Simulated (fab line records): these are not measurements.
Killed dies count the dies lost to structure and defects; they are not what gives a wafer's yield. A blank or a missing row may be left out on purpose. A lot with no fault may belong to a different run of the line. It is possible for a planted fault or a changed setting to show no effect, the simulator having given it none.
8D (eight disciplines) problem report, filled in by code ; flow n5_finfet ; the parts of the form that need people (team, actions taken, sign-off) are left out

== 1. THE ISSUE ==
run_length_s at N5_BEOL_M0_CO_CAP_123 reads a mean of 155.4 s on 2 wafers of 2 lots; wafers without a fault read 125.4 s with a standard deviation of 0.48. Measured from the usual mean, that is +62 standard deviations.
The step: material Co, precursor CCTBA/H2, target thk 2 nm, time 102.1 s.
Seen first at day 7 07:16 on cvd_co-02, wafer L384.3. At this step, 18 wafers from 6 lots have a number in the record. By rule, "out" or "out of limits" means more than 4 standard deviations away from the usual mean. All remaining wafers that have a number are taken as sound.

== 2. WHAT THIS IS AND IS NOT ==
question;is;is not
which readings at this step;run_length_s;heater_power_w
which lots;L384, L387;L382, L393, L398, L400
which wafers of those lots;L384.3, L387.2;L384.2, L384.5, L387.1, L387.6
read on which tools;cvd_co-02;cvd_co-01
when;from day 7 07:16;"up to then (5 sound wafers); but 11 sound wafers of L387, L393, L398, L400 came after"

== 3. THE SUSPECTS, EACH WITH WHAT RULES IT OUT ==
Counting: any tool at a process step up to the reading remains a suspect provided it ran every lot that is out. Sound lots after the first of them don't rule it out here, since some wafers of a struck lot are sound.
- rtp_anneal-01 at N5_BEOL_M0_ANNEAL_119 (time 90 s): kept. It ran every lot that is out, first L384 (day 7 06:37); its last sound lot up to then is L382 (day 7 00:18).
- cvd_co-02 at N5_BEOL_M0_CO_CAP_123 (material Co, precursor CCTBA/H2, target thk 2 nm, time 102.1 s): kept. It ran every lot that is out, first L384 (day 7 07:16); its last sound lot up to then is L382 (day 7 00:55). Out on those wafers are its own readings of run_length_s.
- At N5_BEOL_M0_CO_CAP_123 on cvd_co-02, chamber 0 took the sound wafers of the same lots and chamber 2 took the wafers that are out.
What counting leaves: rtp_anneal-01 at N5_BEOL_M0_ANNEAL_119 and cvd_co-02 at N5_BEOL_M0_CO_CAP_123.

== 4. THE CAUSE (what the simulator had put in) ==
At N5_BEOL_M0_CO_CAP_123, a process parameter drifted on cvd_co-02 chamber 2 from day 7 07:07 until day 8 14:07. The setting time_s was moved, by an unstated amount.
Counting left 2 suspects, and this tool is among them.

== 5. THE EFFECT CHAIN, in route order ==
Rows list readings where the struck wafers' mean (over those with a number) sits beyond 3 standard deviations from the usual. Readings are gone through only where the record gives a usual standard deviation; hours: the median, over the lots, of the time from a lot's start at the first step in this table giving one to that lot's start at this step; sigmas: the change measured in usual standard deviations.
hours;step;reading;usual;on struck wafers;change;sigmas
0;N5_BEOL_M0_CO_CAP_123;run_length_s;125.4 s;155.4;+30.0;+62
The process steps in it:
- N5_BEOL_M0_CO_CAP_123: material Co, precursor CCTBA/H2, target thk 2 nm, time 102.1 s.
At these later measuring or inspecting steps, every struck wafer for which the step has a row has a number for every such reading, and none has moved that far: N5_BEOL_M4_RC_MEAS_101.

== 6. HOW IT WOULD HAVE BEEN CAUGHT EARLIER ==
The fault began at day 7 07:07; the first out-of-limits reading in this record came at day 7 07:16, 0 hours later.
